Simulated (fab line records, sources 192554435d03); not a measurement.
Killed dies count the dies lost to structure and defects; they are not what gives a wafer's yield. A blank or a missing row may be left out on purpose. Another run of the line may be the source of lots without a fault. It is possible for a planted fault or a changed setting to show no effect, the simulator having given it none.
fab line records ; flow n5-finfet
record: lots: 7; wafers: 39
route steps=1938 shown PAD_METAL@1896 PASSIVATION@1897
start-h: start of the lot's first displayed wafer, in hours after the record's first day ; wait-h: hours elapsed since this lot's preceding step ; " as in the row above ; L1.1+2: several wafers, shown together as one row ; - no value present, or no start provided ; * or withheld: withheld ; < > ~ a bound
route shown NAME@n: names a module that has steps shown in the file, with the first one's number in the route ; usual: the fault-free wafers' mean and standard deviation ; same: alike in all rows ; chamber/n: place in a boat ; sites: per-site readings ; _std_site: how widely they spread, as a standard deviation ; _edge_site: inner sites' mean taken away from outer sites' mean ; radius-mm: for every site, how far away it sits from the centre of the wafer ; mask NAME#n: copy n ; behind: tool/chamber where the wafer was last shaped ; hold: cause of the lot's hold/its duration in hours/its outcome ; device: whichever transistor did not switch (one of n, p or np) ; end of line: at the end of the route, the tests of the same wafers ; a step without rows: its recipe alone ; killed: at the first sort, the dies lost to defects and structure; wafer yield is something else ; map: dies across one wafer; x = killed, . = not, _ = none there
set.NAME: the setting as run; set.NAME@STEP: as run at that earlier step ; model.NAME: the simulator's own value behind a step, which no gauge read
lots whose settings were changed on purpose; a table a step, a row a wafer
== steps ==
step: N5_PASSIVATION_AL_DEP_21
recipe: material: Al; target-thk-a: 28000; temp-c: 400; time-s: 170; power-w: 30000; chamber-pressure-pa: 0.4; gas: Ar
lot.wafer;tool;chamber;start-h;wait-h;set.time-s;model.Al_of_PASSIVATION_AL_DEP_21.thk-nm
L079.1;pvd-sputter-01;-;336.51;0.1;170;2874
L079.2;pvd-sputter-01;-;336.51;0.1;90.51;1569
L079.3;pvd-sputter-01;-;336.51;0.1;170;2868
L079.4;pvd-sputter-01;-;336.51;0.1;90.51;1547
L079.5;pvd-sputter-01;-;336.51;0.1;170;2839
L079.6;pvd-sputter-01;-;336.51;0.1;90.51;1560
L087.1;pvd-sputter-02;-;383.14;0.1;170;2820
L087.2;pvd-sputter-02;-;383.14;0.1;89.75;1499
L087.3;pvd-sputter-02;-;383.14;0.1;170;2794
L087.4;pvd-sputter-02;-;383.14;0.1;89.75;1490
L087.5;pvd-sputter-02;-;383.14;0.1;170;2829
L087.6;pvd-sputter-02;-;383.14;0.1;89.75;1483
L084.2;pvd-sputter-01;-;383.45;0.1;170;2849
L084.4;pvd-sputter-01;-;383.45;0.1;170;2871
L084.5;pvd-sputter-01;-;383.45;0.1;170;2838
L090.1;pvd-sputter-03;-;406.33;0.1;170;2750
L090.2;pvd-sputter-03;-;406.33;0.1;217.5;3583
L090.3;pvd-sputter-03;-;406.33;0.1;170;2756
L090.4;pvd-sputter-03;-;406.33;0.1;217.5;3612
L090.5;pvd-sputter-03;-;406.33;0.1;170;2810
L090.6;pvd-sputter-03;-;406.33;0.1;217.5;3551
L092.1;pvd-sputter-03;-;421.87;0.1;170;2801
L092.2;pvd-sputter-03;-;421.87;0.1;170;2755
L092.3;pvd-sputter-03;-;421.87;0.1;221.2;3659
L092.4;pvd-sputter-03;-;421.87;0.1;221.2;3613
L092.5;pvd-sputter-03;-;421.87;0.1;170;2793
L092.6;pvd-sputter-03;-;421.87;0.1;221.2;3651
L094.1;pvd-sputter-03;-;432.97;0.1;170;2836
L094.2;pvd-sputter-03;-;432.97;0.1;170;2802
L094.3;pvd-sputter-03;-;432.97;0.1;244.4;4048
L094.4;pvd-sputter-03;-;432.97;0.1;244.4;4021
L094.5;pvd-sputter-03;-;432.97;0.1;170;2817
L094.6;pvd-sputter-03;-;432.97;0.1;244.4;4074
L096.1;pvd-sputter-02;-;439.42;0.1;248.6;4089
L096.2;pvd-sputter-02;-;439.42;0.1;170;2769
L096.3;pvd-sputter-02;-;439.42;0.1;248.6;4078
L096.4;pvd-sputter-02;-;439.42;0.1;170;2771
L096.5;pvd-sputter-02;-;439.42;0.1;248.6;4073
L096.6;pvd-sputter-02;-;439.42;0.1;170;2768
step: N5_PASSIVATION_HMDS_23
recipe: time-s: 60; temp-c: 120
step: N5_PASSIVATION_COAT_24
recipe: spin-rpm: 3000; resist-thk-nm: withheld
step: N5_PASSIVATION_DESCUM_32
recipe: chemistry: O2; time-s: 7.9; source-power-w: 50; bias-power-w: 20; pressure-mtorr: 20; rf-frequency-hz: 2.712e+07; temp-c: 40; o2-flow-sccm: 225
step: N5_PASSIVATION_AL_ETCH_33
recipe: chemistry: Cl2/BCl3; target-depth-a: 28000; over-etch-frac: 0.15; Cl2_flow_sccm: 180; bcl3-flow-sccm: 60; target: Al; stop-on: TaN; time-s: 466.7; ion-energy-ev: 100; pressure-mtorr: 10; icp-w: 900; bias-w: 100
step: N5_PASSIVATION_ETCH_59
recipe: chemistry: Cl2/BCl3; target: TaN; target-depth-a: 650; time-s: 34.9; ion-energy-ev: 100; pressure-mtorr: 10; icp-w: 900; bias-w: 100; Cl2_flow_sccm: 60; bcl3-flow-sccm: 30
usual: oes-product-au: 0.79/0.11
lot.wafer;tool;chamber;start-h;wait-h;set.time-s@PASSIVATION_AL_DEP_21;oes-product-au
L079.1;rie-metal-03;1;348.85;0.3;170;0.67
L079.2;rie-metal-03;0;348.85;0.3;90.51;0.67
L079.3;rie-metal-03;1;348.85;0.3;170;0.67
L079.4;rie-metal-03;0;348.85;0.3;90.51;0.67
L079.5;rie-metal-03;1;348.85;0.3;170;0.67
L079.6;rie-metal-03;0;348.85;0.3;90.51;0.67
L087.1;rie-metal-03;0;384.19;0.3;170;0.66
L087.2;rie-metal-03;1;384.19;0.3;89.75;0.67
L087.3;rie-metal-03;0;384.19;0.3;170;0.66
L087.4;rie-metal-03;1;384.19;0.3;89.75;0.66
L087.5;rie-metal-03;1;384.19;0.3;170;0.67
L087.6;rie-metal-03;0;384.19;0.3;89.75;0.67
L084.2;rie-metal-01;1;385.11;0.6;170;0.77
L084.4;rie-metal-01;1;385.11;0.6;170;0.77
L084.5;rie-metal-01;1;385.11;0.6;170;0.76
L090.1;rie-metal-01;0;407.53;0.3;170;0.94
L090.2;rie-metal-01;1;407.53;0.3;217.5;0.25
L090.3;rie-metal-01;1;407.53;0.3;170;0.75
L090.4;rie-metal-01;0;407.53;0.3;217.5;0.31
L090.5;rie-metal-01;0;407.53;0.3;170;0.94
L090.6;rie-metal-01;1;407.53;0.3;217.5;0.28
L092.1;rie-metal-02;0;423.11;0.3;170;0.88
L092.2;rie-metal-02;1;423.11;0.3;170;0.76
L092.3;rie-metal-02;0;423.11;0.3;221.2;0.25
L092.4;rie-metal-02;1;423.11;0.3;221.2;0.22
L092.5;rie-metal-02;1;423.11;0.3;170;0.77
L092.6;rie-metal-02;0;423.11;0.3;221.2;0.24
L094.1;rie-metal-02;0;434.15;0.4;170;0.88
L094.2;rie-metal-02;1;434.15;0.4;170;0.76
L094.3;rie-metal-02;1;434.15;0.4;244.4;0.20
L094.4;rie-metal-02;0;434.15;0.4;244.4;0.24
L094.5;rie-metal-02;1;434.15;0.4;170;0.76
L094.6;rie-metal-02;0;434.15;0.4;244.4;0.24
L096.1;rie-metal-02;0;440.69;0.4;248.6;0.24
L096.2;rie-metal-02;1;440.69;0.4;170;0.76
L096.3;rie-metal-02;0;440.69;0.4;248.6;0.24
L096.4;rie-metal-02;1;440.69;0.4;170;0.75
L096.5;rie-metal-02;0;440.69;0.4;248.6;0.24
L096.6;rie-metal-02;1;440.69;0.4;170;0.76
step: N5_PASSIVATION_STRIP_34
recipe: chemistry: O2; power-w: 600; temp-c: 60; pressure-mtorr: 30; rf-frequency-hz: 6e+07; bias-power-w: 0; overash-fraction: 2; o2-flow-sccm: 225
step: N5_PASSIVATION_STRIP_51
recipe: chemistry: post-etch-residue-remover; time-s: 1200; temp-c: 72.5
step: N5_PASSIVATION_SRD_72
recipe: dry: ipa-marangoni; time-s: 30; temp-c: 23; rinse-liquid: diw
step: N5_PASSIVATION_ANNEAL_56
recipe: temp-c: 400; time-s: 1800; ambient: FGA; idle-temp-c: 300; ramp-up-c-per-min: 5; ramp-down-c-per-min: 3
step: N5_PASSIVATION_PROBE_49
usual: defect-limited-yield: 91.6/1.4; killed_at_M0_to_M3: 35/10; killed_at_M4_up: 13/4.8; killed-at-contacts: 12/7.2; killed-at-front-end: 36/12; killed-at-other: 4/3.1; killed-dies: 100/17; killed-open: 66/13; killed-short: 32/7.3; sort_bin_5_function: 5.0/0.94; sort_bin_6_memory: 3.1/0.67; sort_bin_8_speed: 0.01/0.047; sort-n-pass: 1080/17
same: gross-dies: 1180; killed-at-back-side: 0; sort_bin_4_leakage[%]: 0
lot.wafer;tool;chamber;start-h;wait-h;set.time-s@PASSIVATION_AL_DEP_21;defect-limited-yield[%];killed_at_M0_to_M3;killed_at_M4_up;killed-at-contacts;killed-at-front-end;killed-at-other;killed-dies;killed-open;killed-short;sort_bin_5_function[%];sort_bin_6_memory[%];sort_bin_8_speed[%];sort-n-pass
L079.1;prober-02;-;356.02;0.0;170;5.9;34;1036;17;18;5;1110;43;36;4.2;2.4;0;70
L079.2;prober-02;-;356.07;0.1;90.51;30.5;761;7;24;23;5;820;73;48;64.7;4.4;0;360
L079.3;prober-02;-;356.12;0.1;170;93.6;21;8;29;17;1;76;52;24;3.6;2.6;0.25;1101
L079.4;prober-02;-;356.17;0.2;90.51;6.1;38;1015;24;24;7;1108;64;43;5.2;3.2;0;72
L079.5;prober-02;-;356.22;0.2;170;2.7;730;346;35;31;6;1148;82;38;5.7;4.3;58.64;32
L079.6;prober-02;-;356.27;0.3;90.51;63.7;355;12;33;25;3;428;68;26;5.1;3.1;28.05;752
L087.1;prober-01;-;389.01;0.0;170;90.5;30;18;13;47;4;112;75;34;5.3;3.6;0;1068
L087.2;prober-01;-;389.06;0.1;89.75;91.5;31;13;9;43;4;100;70;28;4.7;3.5;0;1080
L087.3;prober-01;-;389.11;0.1;170;90.2;37;16;15;44;4;116;74;37;5.8;3.4;0.17;1064
L087.4;prober-01;-;389.16;0.2;89.75;92.2;26;12;15;32;7;92;55;36;4.2;3.0;0;1088
L087.5;prober-01;-;389.21;0.2;170;91.3;47;18;7;24;7;103;68;33;5.4;3.0;0;1077
L087.6;prober-01;-;389.26;0.3;89.75;91.7;30;15;7;41;5;98;66;32;5.5;2.6;0;1082
L084.2;prober-01;-;389.65;0.1;170;90.7;26;16;9;55;4;110;56;51;5.3;3.4;0;1070
L084.4;prober-01;-;389.75;0.2;170;91.2;31;7;8;52;6;104;68;36;5.3;3.2;0;1076
L084.5;prober-01;-;389.80;0.2;170;92.0;30;25;12;26;1;94;65;29;5.0;2.9;0.17;1084
L090.1;prober-01;-;412.09;0.0;170;92.6;27;9;13;32;6;87;52;35;4.2;2.8;0;1093
L090.2;prober-01;-;412.14;0.1;217.5;0;33;15;19;25;1088;1180;68;27;97.5;2.5;0;0
L090.3;prober-01;-;412.19;0.1;170;93.0;18;10;12;39;4;83;58;25;4.7;2.3;0;1097
L090.4;prober-01;-;412.24;0.2;217.5;0.1;33;7;16;35;1088;1179;56;38;97.0;2.8;0;1
L090.5;prober-01;-;412.29;0.2;170;94.0;38;8;5;20;0;71;41;30;3.3;2.5;0;1109
L090.6;prober-01;-;412.34;0.3;217.5;0;20;10;19;48;1083;1180;64;41;95.7;3.8;0;0
L092.1;prober-02;-;427.98;0.0;170;92.2;28;12;5;44;3;92;61;30;5.2;2.0;1.53;1070
L092.2;prober-02;-;428.03;0.1;170;91.6;47;18;5;28;1;99;67;27;4.8;3.1;0;1081
L092.3;prober-02;-;428.08;0.1;221.2;0;37;16;13;25;1089;1180;61;33;96.9;2.7;0;0
L092.4;prober-02;-;428.13;0.2;221.2;0;22;11;11;42;1094;1180;63;28;96.4;3.3;0;0
L092.5;prober-02;-;428.18;0.2;170;91.0;23;21;4;56;2;106;80;25;5.7;3.1;0;1074
L092.6;prober-02;-;428.23;0.3;221.2;0;44;19;8;25;1084;1180;71;24;96.9;3.0;0;0
L094.1;prober-02;-;438.54;0.0;170;94.5;23;10;6;25;1;65;44;20;3.1;1.9;0;1115
L094.2;prober-02;-;438.59;0.1;170;93.5;35;10;11;19;2;77;49;28;3.4;2.6;0;1103
L094.3;prober-02;-;438.64;0.1;244.4;0;22;8;3;20;1127;1180;35;22;97.5;2.2;0;0
L094.4;prober-02;-;438.69;0.2;244.4;0;43;21;12;25;1079;1180;73;29;96.5;3.4;0;0
L094.5;prober-02;-;438.74;0.2;170;92.8;38;9;5;31;2;85;56;29;3.4;3.6;82.88;117
L094.6;prober-02;-;438.79;0.3;244.4;0;24;9;13;19;1115;1180;42;25;97.0;2.9;0;0
L096.1;prober-01;-;446.15;0.0;248.6;0;76;16;9;25;1054;1180;100;31;95.8;4.1;0;0
L096.2;prober-01;-;446.20;0.1;170;90.3;39;10;6;57;2;114;72;41;5.8;3.5;0;1066
L096.3;prober-01;-;446.25;0.1;248.6;0;36;9;3;36;1096;1180;67;30;97.1;2.8;0;0
L096.4;prober-01;-;446.30;0.2;170;92.1;31;14;2;41;5;93;60;32;4.9;2.7;0;1087
L096.5;prober-01;-;446.35;0.2;248.6;0;34;21;10;53;1062;1180;83;39;95.8;4.0;0;0
L096.6;prober-01;-;446.40;0.3;170;91.5;30;6;9;49;6;100;61;38;5.2;3.1;0;1080
killed by level:class
L079.1 BEOL_M14:area-dep=1030 MOL_CONTACT_COAG:geometric-particle:open=12 BEOL_M0_SAQP:geometric-particle:open=9 BEOL_M0_SAQP:geometric-particle:short=9 BEOL_M2:geometric-particle:open=6 MOL_CONTACT_COAG:geometric-particle:short=5 BEOL_M2:geometric-particle:short=5 STI_FIN_REVEAL:geometric-particle:open=4
L079.2 BEOL_M2:area-ecd=698 BEOL_M0_SAQP:geometric-particle:short=23 MOL_CONTACT_COAG:geometric-particle:open=20 BEOL_M0_SAQP:geometric-particle:open=13 BEOL_M2:geometric-particle:open=12 STI_FIN_REVEAL:geometric-particle:open=6 BEOL_M1:geometric-particle:open=5 MOL_CONTACT_COAG:geometric-particle:short=4
L079.3 MOL_CONTACT_COAG:geometric-particle:open=24 BEOL_M0_SAQP:geometric-particle:short=9 BEOL_M0_SAQP:geometric-particle:open=7 MOL_CONTACT_COAG:geometric-particle:short=5 FIN_SAQP:geometric-particle:short=4 STI_FIN_REVEAL:geometric-particle:open=4 BEOL_M2:geometric-particle:short=3 FIN_SAQP:geometric-particle:open=2
L079.4 BEOL_M14:area-dep=1001 MOL_CONTACT_COAG:geometric-particle:open=17 BEOL_M0_SAQP:geometric-particle:open=13 BEOL_M0_SAQP:geometric-particle:short=9 BEOL_M2:geometric-particle:open=9 MOL_CONTACT_COAG:geometric-particle:short=7 STARTING-WAFER:geometric-particle:short=6 FIN_SAQP:geometric-particle:open=5
L079.5 BEOL_M2:area-ecd=692 BEOL_M14:area-dep=335 MOL_CONTACT_COAG:geometric-particle:open=25 STI_FIN_REVEAL:geometric-particle:open=19 BEOL_M0_SAQP:geometric-particle:open=11 MOL_CONTACT_COAG:geometric-particle:short=10 BEOL_M0_SAQP:geometric-particle:short=9 BEOL_M2:geometric-particle:open=7
L079.6 BEOL_M2:area-ecd=331 MOL_CONTACT_COAG:geometric-particle:open=26 STI_FIN_REVEAL:geometric-particle:open=10 BEOL_M2:geometric-particle:open=8 MOL_CONTACT_COAG:geometric-particle:short=7 BEOL_M0_SAQP:geometric-particle:short=6 BEOL_M3:geometric-particle:open=6 FIN_SAQP:geometric-particle:short=5
L087.1 MOL_CONTACT_COAG:geometric-particle:open=12 FIN_SAQP:geometric-particle:open=10 BEOL_M1:geometric-particle:open=10 FIN_SAQP:geometric-particle:short=6 STI_FIN_REVEAL:geometric-particle:open=6 STARTING-WAFER:geometric-particle:short=6 BEOL_M0_SAQP:geometric-particle:open=6 DUMMY_GATE:geometric-particle:open=5
L087.2 BEOL_M1:geometric-particle:open=11 STI_FIN_REVEAL:geometric-particle:open=9 FIN_SAQP:geometric-particle:short=6 FIN_SAQP:geometric-particle:open=6 BEOL_M2:geometric-particle:open=6 STARTING-WAFER:geometric-particle:open=6 MOL_CONTACT_COAG:geometric-particle:open=5 BEOL_M3:geometric-particle:open=5
L087.3 FIN_SAQP:geometric-particle:open=13 MOL_CONTACT_COAG:geometric-particle:open=10 FIN_SAQP:geometric-particle:short=8 BEOL_M1:geometric-particle:open=7 BEOL_M2:geometric-particle:open=7 STI_FIN_REVEAL:geometric-particle:open=6 BEOL_M0_SAQP:geometric-particle:short=6 BEOL_M3:geometric-particle:open=6
L087.4 MOL_CONTACT_COAG:geometric-particle:open=12 BEOL_M0_SAQP:geometric-particle:short=9 FIN_SAQP:geometric-particle:short=7 GATE_CUT:geometric-particle:open=7 BEOL_M1:geometric-particle:open=6 FIN_SAQP:geometric-particle:open=4 BEOL_M0_SAQP:geometric-particle:open=4 STI_FIN_REVEAL:geometric-particle:open=3
L087.5 BEOL_M0_SAQP:geometric-particle:open=14 BEOL_M0_SAQP:geometric-particle:short=10 FIN_SAQP:geometric-particle:short=8 BEOL_M1:geometric-particle:open=8 MOL_CONTACT_COAG:geometric-particle:open=6 STI_FIN_REVEAL:geometric-particle:open=5 BEOL_M2:geometric-particle:open=5 BEOL_M7:geometric-particle:open=5
L087.6 FIN_SAQP:geometric-particle:open=10 BEOL_M0:geometric-particle:open=8 BEOL_M1:geometric-particle:open=7 MOL_CONTACT_COAG:geometric-particle:open=6 FIN_SAQP:geometric-particle:short=5 GATE_CUT:geometric-particle:open=5 STI_FIN_REVEAL:geometric-particle:open=4 DUMMY_GATE:geometric-particle:open=4
L084.2 FIN_SAQP:geometric-particle:short=28 FIN_SAQP:geometric-particle:open=11 BEOL_M0_SAQP:geometric-particle:short=9 MOL_CONTACT_COAG:geometric-particle:open=8 BEOL_M4:geometric-particle:open=7 STI_FIN_REVEAL:geometric-particle:open=6 BEOL_M1:geometric-particle:open=6 BEOL_M7:geometric-particle:open=5
L084.4 STI_FIN_REVEAL:geometric-particle:open=16 DUMMY_GATE:geometric-particle:open=9 BEOL_M1:geometric-particle:open=9 MOL_CONTACT_COAG:geometric-particle:open=8 BEOL_M0_SAQP:geometric-particle:short=7 FIN_SAQP:geometric-particle:short=5 FIN_SAQP:geometric-particle:open=5 STI_FIN_REVEAL:geometric-particle:short=3
L084.5 BEOL_M1:geometric-particle:open=11 MOL_CONTACT_COAG:geometric-particle:open=9 BEOL_M4:geometric-particle:open=9 DUMMY_GATE:geometric-particle:open=6 FIN_SAQP:geometric-particle:open=5 BEOL_M0_SAQP:geometric-particle:short=5 BEOL_M2:geometric-particle:open=5 FIN_SAQP:geometric-particle:short=4
L090.1 MOL_CONTACT_COAG:geometric-particle:open=11 STI_FIN_REVEAL:geometric-particle:open=9 BEOL_M0_SAQP:geometric-particle:short=7 BEOL_M3:geometric-particle:open=5 FIN_SAQP:geometric-particle:short=4 GATE_CUT:geometric-particle:short=4 BEOL_M0_SAQP:geometric-particle:open=4 STARTING-WAFER:geometric-particle:open=3
L090.2 PASSIVATION:area-etch=1085 MOL_CONTACT_COAG:geometric-particle:open=16 BEOL_M0_SAQP:geometric-particle:open=9 BEOL_M3:geometric-particle:open=9 BEOL_M4:geometric-particle:open=9 BEOL_M0_SAQP:geometric-particle:short=6 FIN_SAQP:geometric-particle:open=4 STI_FIN_REVEAL:geometric-particle:open=4
L090.3 STI_FIN_REVEAL:geometric-particle:open=13 MOL_CONTACT_COAG:geometric-particle:open=8 BEOL_M0_SAQP:geometric-particle:short=5 BEOL_M3:geometric-particle:open=5 GATE_CUT:geometric-particle:short=4 MOL_CONTACT_COAG:geometric-particle:short=4 BEOL_M0_SAQP:geometric-particle:open=4 STI_FIN_REVEAL:geometric-particle:short=3
L090.4 PASSIVATION:area-etch=1085 STI_FIN_REVEAL:geometric-particle:open=13 MOL_CONTACT_COAG:geometric-particle:open=12 FIN_SAQP:geometric-particle:short=10 BEOL_M0_SAQP:geometric-particle:short=7 BEOL_M0_SAQP:geometric-particle:open=7 BEOL_M1:geometric-particle:open=5 BEOL_M3:geometric-particle:open=5
L090.5 BEOL_M0_SAQP:geometric-particle:open=18 BEOL_M0_SAQP:geometric-particle:short=11 FIN_SAQP:geometric-particle:short=5 BEOL_M4:geometric-particle:open=5 STARTING-WAFER:geometric-particle:short=4 BEOL_M2:geometric-particle:open=4 DUMMY_GATE:geometric-particle:open=3 MOL_CONTACT_COAG:geometric-particle:short=3
L090.6 PASSIVATION:area-etch=1075 MOL_CONTACT_COAG:geometric-particle:open=14 FIN_SAQP:geometric-particle:short=11 DUMMY_GATE:geometric-particle:open=8 BEOL_M0_SAQP:geometric-particle:open=7 FIN_SAQP:geometric-particle:open=6 GATE_CUT:geometric-particle:short=5 MOL_CONTACT_COAG:geometric-particle:short=5
L092.1 BEOL_M2:geometric-particle:open=12 STI_FIN_REVEAL:geometric-particle:open=10 GATE_CUT:geometric-particle:short=8 BEOL_M0_SAQP:geometric-particle:open=6 DUMMY_GATE:geometric-particle:open=5 FIN_SAQP:geometric-particle:short=4 MOL_CONTACT_COAG:geometric-particle:open=4 GATE_CUT:geometric-particle:open=4
L092.2 BEOL_M2:geometric-particle:open=16 BEOL_M3:geometric-particle:open=12 BEOL_M0_SAQP:geometric-particle:short=7 STI_FIN_REVEAL:geometric-particle:open=6 GATE_CUT:geometric-particle:short=5 MOL_CONTACT_COAG:geometric-particle:open=5 BEOL_M0_SAQP:geometric-particle:open=4 BEOL_M5:geometric-particle:short=4
L092.3 PASSIVATION:area-etch=1086 BEOL_M2:geometric-particle:open=10 MOL_CONTACT_COAG:geometric-particle:open=9 STI_FIN_REVEAL:geometric-particle:open=7 BEOL_M0_SAQP:geometric-particle:open=7 GATE_CUT:geometric-particle:short=5 BEOL_M4:geometric-particle:open=5 MOL_CONTACT_COAG:geometric-particle:short=4
L092.4 PASSIVATION:area-etch=1089 STI_FIN_REVEAL:geometric-particle:open=16 MOL_CONTACT_COAG:geometric-particle:open=9 BEOL_M2:geometric-particle:open=6 STI_FIN_REVEAL:geometric-particle:short=5 BEOL_M0_SAQP:geometric-particle:open=5 FIN_SAQP:geometric-particle:open=4 GATE_CUT:geometric-particle:open=4
L092.5 STI_FIN_REVEAL:geometric-particle:open=23 BEOL_M4:geometric-particle:open=12 FIN_SAQP:geometric-particle:open=11 BEOL_M0_SAQP:geometric-particle:open=7 STI_FIN_REVEAL:geometric-particle:short=5 GATE_CUT:geometric-particle:short=4 BEOL_M0_SAQP:geometric-particle:short=4 BEOL_M2:geometric-particle:open=4
L092.6 PASSIVATION:area-etch=1081 BEOL_M2:geometric-particle:open=16 BEOL_M0_SAQP:geometric-particle:open=7 BEOL_M3:geometric-particle:open=7 FIN_SAQP:geometric-particle:open=6 BEOL_M2:geometric-particle:short=6 MOL_CONTACT_COAG:geometric-particle:open=6 BEOL_M4:geometric-particle:open=6
L094.1 FIN_SAQP:geometric-particle:open=7 FIN_SAQP:geometric-particle:short=6 BEOL_M1:geometric-particle:open=6 MOL_CONTACT_COAG:geometric-particle:open=5 BEOL_M0_SAQP:geometric-particle:open=5 BEOL_M0_SAQP:geometric-particle:short=4 BEOL_M3:geometric-particle:open=3 BEOL_M7:geometric-particle:open=3
L094.2 BEOL_M0_SAQP:geometric-particle:open=11 MOL_CONTACT_COAG:geometric-particle:open=9 FIN_SAQP:geometric-particle:short=5 BEOL_M0_SAQP:geometric-particle:short=5 BEOL_M3:geometric-particle:open=5 BEOL_M2:geometric-particle:open=4 BEOL_M5:geometric-particle:open=4 FIN_SAQP:geometric-particle:open=3
L094.3 PASSIVATION:area-etch=1122 BEOL_M2:geometric-particle:open=13 FIN_SAQP:geometric-particle:short=6 STI_FIN_REVEAL:geometric-particle:open=3 GATE_CUT:geometric-particle:short=3 MOL_CONTACT_COAG:geometric-particle:open=3 BEOL_M0_SAQP:geometric-particle:short=3 PASS1_DEP:geometric-particle:short=3
L094.4 PASSIVATION:area-etch=1077 MOL_CONTACT_COAG:geometric-particle:open=11 BEOL_M1:geometric-particle:open=10 FIN_SAQP:geometric-particle:short=8 FIN_SAQP:geometric-particle:open=7 BEOL_M2:geometric-particle:open=7 BEOL_M0_SAQP:geometric-particle:short=6 BEOL_M0_SAQP:geometric-particle:open=6
L094.5 BEOL_M0_SAQP:geometric-particle:open=12 BEOL_M2:geometric-particle:open=8 FIN_SAQP:geometric-particle:short=8 BEOL_M0_SAQP:geometric-particle:short=7 FIN_SAQP:geometric-particle:open=4 DUMMY_GATE:geometric-particle:open=4 BEOL_M1:geometric-particle:open=4 BEOL_M5:geometric-particle:open=4
L094.6 PASSIVATION:area-etch=1113 BEOL_M0_SAQP:geometric-particle:open=8 MOL_CONTACT_COAG:geometric-particle:open=7 BEOL_M0_SAQP:geometric-particle:short=7 STI_FIN_REVEAL:geometric-particle:open=6 MOL_CONTACT_COAG:geometric-particle:short=6 FIN_SAQP:geometric-particle:short=5 BEOL_M5:geometric-particle:open=5
L096.1 PASSIVATION:area-etch=1049 BEOL_M1:geometric-particle:open=33 BEOL_M0_SAQP:geometric-particle:short=10 BEOL_M3:geometric-particle:open=10 BEOL_M0_SAQP:geometric-particle:open=9 MOL_CONTACT_COAG:geometric-particle:open=7 BEOL_M4:geometric-particle:open=7 FIN_SAQP:geometric-particle:open=6
L096.2 STI_FIN_REVEAL:geometric-particle:open=18 FIN_SAQP:geometric-particle:short=15 BEOL_M2:geometric-particle:open=8 FIN_SAQP:geometric-particle:open=6 BEOL_M1:geometric-particle:open=6 BEOL_M3:geometric-particle:open=6 MOL_CONTACT_COAG:geometric-particle:open=4 BEOL_M0_SAQP:geometric-particle:open=4
L096.3 PASSIVATION:area-etch=1083 FIN_SAQP:geometric-particle:open=11 BEOL_M3:geometric-particle:open=10 FIN_SAQP:geometric-particle:short=9 BEOL_M2:geometric-particle:open=9 DUMMY_GATE:geometric-particle:open=5 BEOL_M0_SAQP:geometric-particle:short=5 BEOL_M1:geometric-particle:open=5
L096.4 FIN_SAQP:geometric-particle:short=9 BEOL_M1:geometric-particle:open=9 STI_FIN_REVEAL:geometric-particle:open=8 BEOL_M0_SAQP:geometric-particle:short=5 BEOL_M2:geometric-particle:open=5 BEOL_M4:geometric-particle:open=5 DUMMY_GATE:geometric-particle:open=4 GATE_CUT:geometric-particle:open=4
L096.5 PASSIVATION:area-etch=1057 BEOL_M4:geometric-particle:open=14 BEOL_M1:geometric-particle:open=11 FIN_SAQP:geometric-particle:short=10 STI_FIN_REVEAL:geometric-particle:open=10 MOL_CONTACT_COAG:geometric-particle:open=8 FIN_SAQP:geometric-particle:open=7 BEOL_M2:geometric-particle:open=6
L096.6 BEOL_M1:geometric-particle:open=14 FIN_SAQP:geometric-particle:open=11 STI_FIN_REVEAL:geometric-particle:open=11 FIN_SAQP:geometric-particle:short=10 MOL_CONTACT_COAG:geometric-particle:open=6 GATE_CUT:geometric-particle:short=4 BEOL_M0_SAQP:geometric-particle:short=4 BEOL_M0:geometric-particle:open=4
== key ==
split: step: N5_PASSIVATION_AL_DEP_21; setting: time-s; stated: 170; by: wafer
response: step: N5_PASSIVATION_AL_DEP_21; reading: model.Al_of_PASSIVATION_AL_DEP_21.thk-nm; change: +28.2; per: 1%; r: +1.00
response: step: N5_PASSIVATION_ETCH_59; reading: oes-product-au; shape: bent; at-lowest: 0.67; at-stated: 0.76; at-highest: 0.24
response: step: N5_PASSIVATION_PROBE_49; reading: killed-at-other; shape: bent; at-lowest: 5; at-stated: 3; at-highest: 1071
